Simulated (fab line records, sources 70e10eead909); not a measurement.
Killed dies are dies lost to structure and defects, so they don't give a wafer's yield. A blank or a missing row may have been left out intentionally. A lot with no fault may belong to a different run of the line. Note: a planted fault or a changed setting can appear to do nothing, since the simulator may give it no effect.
Commonality check across tools / flow nandHarc / Sampled: 3 lots, 9 wafers

THE REASON FOR OPENING IT
At NHARC_END_SORT_01 the reading killedAtArray is flagged on 3 of 3 lots. Fault-free wafers read 53, with a standard deviation of 20.
Rule: a lot is flagged in two cases, either no wafer of it has a number, or all its wafers with numbers fall more than 4 standard deviations from that mean. As for the other lots, they are considered sound.

lot=L573; measured=day 26 22:41; on=prober-02; killedAtArray, wafer by wafer=673 675 671; flag=FLAGGED
lot=L574; measured=day 27 22:25; on=prober-01; killedAtArray, wafer by wafer=664 669 672; flag=FLAGGED
lot=L575; measured=day 27 22:27; on=prober-02; killedAtArray, wafer by wafer=673 676 673; flag=FLAGGED
The numbers of the flagged lots are 672 on average: +619 against the usual, or +31 standard deviations.

EACH LOT AND THE TOOL IT RAN ON
Before the reading, the record contains 5 process steps out of a 1302-step route. Each cell gives the tool, then ch followed by the chambers the sampled wafers passed through, then the start.
lot=L573; flag=FLAGGED; NHARC_A_CHANNEL_HOLE_D2_ETCH_26=harEtch-01 ch 0,1, day 15 22:41; NHARC_A_CHANNEL_FILL_D2_ETCHBACK_20=rieDiel-13 ch 0,1, day 17 02:49; NHARC_A_CHANNEL_FILL_D2_ETCHBACK_08=rieDiel-06 ch 1,2, day 18 01:21 or earlier; NHARC_A_CHANNEL_FILL_D2_CVD_09=lpcvdPoly-01, day 18 01:21; NHARC_A_CHANNEL_FILL_D2_CMP_10=cmp-01 ch 0,1,2, day 18 04:38
lot=L574; flag=FLAGGED; NHARC_A_CHANNEL_HOLE_D2_ETCH_26=harEtch-01 ch 0,1, day 16 14:09; NHARC_A_CHANNEL_FILL_D2_ETCHBACK_20=rieDiel-06 ch 0,1,3, day 17 17:11; NHARC_A_CHANNEL_FILL_D2_ETCHBACK_08=rieDiel-05 ch 0,1,2, day 18 15:23 or earlier; NHARC_A_CHANNEL_FILL_D2_CVD_09=lpcvdPoly-04, day 18 15:23; NHARC_A_CHANNEL_FILL_D2_CMP_10=cmp-01 ch 2,3, day 18 18:35
lot=L575; flag=FLAGGED; NHARC_A_CHANNEL_HOLE_D2_ETCH_26=harEtch-02 ch 0,1, day 16 13:41; NHARC_A_CHANNEL_FILL_D2_ETCHBACK_20=rieDiel-05 ch 0,1,3, day 17 17:11; NHARC_A_CHANNEL_FILL_D2_ETCHBACK_08=rieDiel-13 ch 0,1, day 18 15:23 or earlier; NHARC_A_CHANNEL_FILL_D2_CVD_09=lpcvdPoly-04, day 18 15:23; NHARC_A_CHANNEL_FILL_D2_CMP_10=cmp-02 ch 0,1,2, day 18 18:35
What the steps here do:
- NHARC_A_CHANNEL_HOLE_D2_ETCH_26: etches the open film in C4F8/O2/Ar, time 224.1 s, target depth 300 nm.
- NHARC_A_CHANNEL_FILL_D2_ETCHBACK_20: etches the open film in C4F8/O2/Ar, target depth 27 nm, time 13.5 s.
- NHARC_A_CHANNEL_FILL_D2_ETCHBACK_08: etches the open film in C4F8, target depth 220 nm, time 110 s.
- NHARC_A_CHANNEL_FILL_D2_CVD_09: deposits poly-Si, target thk 150 nm, time 3000 s.
- NHARC_A_CHANNEL_FILL_D2_CMP_10: polishes, target thk 150 nm.
- NHARC_END_SORT_01

FLAGGED OVER TOTAL, TOOL BY TOOL (the gauges that took the reading come last)
step=NHARC_A_CHANNEL_HOLE_D2_ETCH_26; tool=harEtch-01; lots run=2; flagged=2; share of the flagged lots=some; sound lots run after its first flagged lot=0
step=NHARC_A_CHANNEL_HOLE_D2_ETCH_26; tool=harEtch-02; lots run=1; flagged=1; share of the flagged lots=some; sound lots run after its first flagged lot=0
step=NHARC_A_CHANNEL_FILL_D2_ETCHBACK_20; tool=rieDiel-05; lots run=1; flagged=1; share of the flagged lots=some; sound lots run after its first flagged lot=0
step=NHARC_A_CHANNEL_FILL_D2_ETCHBACK_20; tool=rieDiel-06; lots run=1; flagged=1; share of the flagged lots=some; sound lots run after its first flagged lot=0
step=NHARC_A_CHANNEL_FILL_D2_ETCHBACK_20; tool=rieDiel-13; lots run=1; flagged=1; share of the flagged lots=some; sound lots run after its first flagged lot=0
step=NHARC_A_CHANNEL_FILL_D2_ETCHBACK_08; tool=rieDiel-05; lots run=1; flagged=1; share of the flagged lots=some; sound lots run after its first flagged lot=0
step=NHARC_A_CHANNEL_FILL_D2_ETCHBACK_08; tool=rieDiel-06; lots run=1; flagged=1; share of the flagged lots=some; sound lots run after its first flagged lot=0
step=NHARC_A_CHANNEL_FILL_D2_ETCHBACK_08; tool=rieDiel-13; lots run=1; flagged=1; share of the flagged lots=some; sound lots run after its first flagged lot=0
step=NHARC_A_CHANNEL_FILL_D2_CVD_09; tool=lpcvdPoly-01; lots run=1; flagged=1; share of the flagged lots=some; sound lots run after its first flagged lot=0
step=NHARC_A_CHANNEL_FILL_D2_CVD_09; tool=lpcvdPoly-04; lots run=2; flagged=2; share of the flagged lots=some; sound lots run after its first flagged lot=0
step=NHARC_A_CHANNEL_FILL_D2_CMP_10; tool=cmp-01; lots run=2; flagged=2; share of the flagged lots=some; sound lots run after its first flagged lot=0
step=NHARC_A_CHANNEL_FILL_D2_CMP_10; tool=cmp-02; lots run=1; flagged=1; share of the flagged lots=some; sound lots run after its first flagged lot=0
step=NHARC_END_SORT_01; tool=prober-01; lots run=1; flagged=1; share of the flagged lots=some; sound lots run after its first flagged lot=0
step=NHARC_END_SORT_01; tool=prober-02; lots run=2; flagged=2; share of the flagged lots=some; sound lots run after its first flagged lot=0
With no start given for some of its lots, NHARC_A_CHANNEL_FILL_D2_ETCHBACK_08 uses the hours and lot order of NHARC_A_CHANNEL_FILL_D2_CVD_09.

WHAT THE TABLE ALLOWS
No row of the table ran every flagged lot.

WHAT THE SIMULATOR HAD INSERTED
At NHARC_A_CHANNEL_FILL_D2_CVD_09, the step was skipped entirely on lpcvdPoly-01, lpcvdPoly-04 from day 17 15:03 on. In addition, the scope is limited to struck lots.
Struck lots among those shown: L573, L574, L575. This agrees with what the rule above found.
